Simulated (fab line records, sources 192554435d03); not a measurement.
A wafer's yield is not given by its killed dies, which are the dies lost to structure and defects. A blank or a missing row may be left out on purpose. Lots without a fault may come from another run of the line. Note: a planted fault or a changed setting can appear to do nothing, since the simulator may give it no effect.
Which tool was responsible?	flow n5 finfet	9 lots, 27 wafers sampled, at 2 steps of a route of 1938

WHAT THE GAUGES READ, wafer by wafer
N5_BEOL_M3_INSPECT_13: inspects for defects (brightfield).
lot	measured	on	raw defect count
L830	day 8 08:40	defect inspect-02	485 357 331
L831	day 8 16:44	defect inspect-02	1325 1519 1465
L833	day 9 00:33	defect inspect-02	259 365 383
L836	day 9 21:17	defect inspect-01	1327 1416 1440
L842	day 11 13:04	defect inspect-02	443 503 515
L843	day 11 16:13	defect inspect-01	303 243 354
L845	day 12 03:59	defect inspect-02	328 365 378
L846	day 12 15:20	defect inspect-02	444 346 557
L847	day 12 22:31	defect inspect-01	395 458 384

TOOL THAT RAN EACH LOT (tool first, then ch and the chambers of the sampled wafers, then the start)
lot	N5_BEOL_M3_HM_DEP_02
L830	pvd sputter-01, day 8 08:04
L831	pvd sputter-01, day 8 16:07
L833	pvd sputter-02, day 9 00:04
L836	pvd sputter-01, day 9 20:41
L842	pvd sputter-02, day 11 12:35
L843	pvd sputter-03, day 11 15:43
L845	pvd sputter-03, day 12 03:30
L846	pvd sputter-01, day 12 14:44
L847	pvd sputter-03, day 12 22:02
- N5_BEOL_M3_HM_DEP_02: deposits TiN, target thk 20 nm.

THE ANSWER, worked out from the rows above alone
Rule: the usual values come from the lots themselves. Put in order of their means at a reading, lots are off if they are a third of the lots or fewer, leave a main group of 4 or more, and stand apart from it by a gap of 3 or more times the standard deviation of the main group's means; of several such gaps the widest counts. A main group whose means are all the same, to the digits that the tables above print for the reading, isn't used. Also off: a lot with no number at a reading for which 4 or more lots have one. The other lots that the step has rows for count as sound.
Off, at N5_BEOL_M3_INSPECT_13 on raw defect count: L831, L836. The main group: mean 390, standard deviation 60.
A tool fits if, at a process step before that reading, it ran every lot that is off, and no sound lot after the first of them. Gauges at N5_BEOL_M3_INSPECT_13: tried the same way as those tools. No candidate that was tried fits.

WHAT HAD BEEN PUT IN BY THE SIMULATOR
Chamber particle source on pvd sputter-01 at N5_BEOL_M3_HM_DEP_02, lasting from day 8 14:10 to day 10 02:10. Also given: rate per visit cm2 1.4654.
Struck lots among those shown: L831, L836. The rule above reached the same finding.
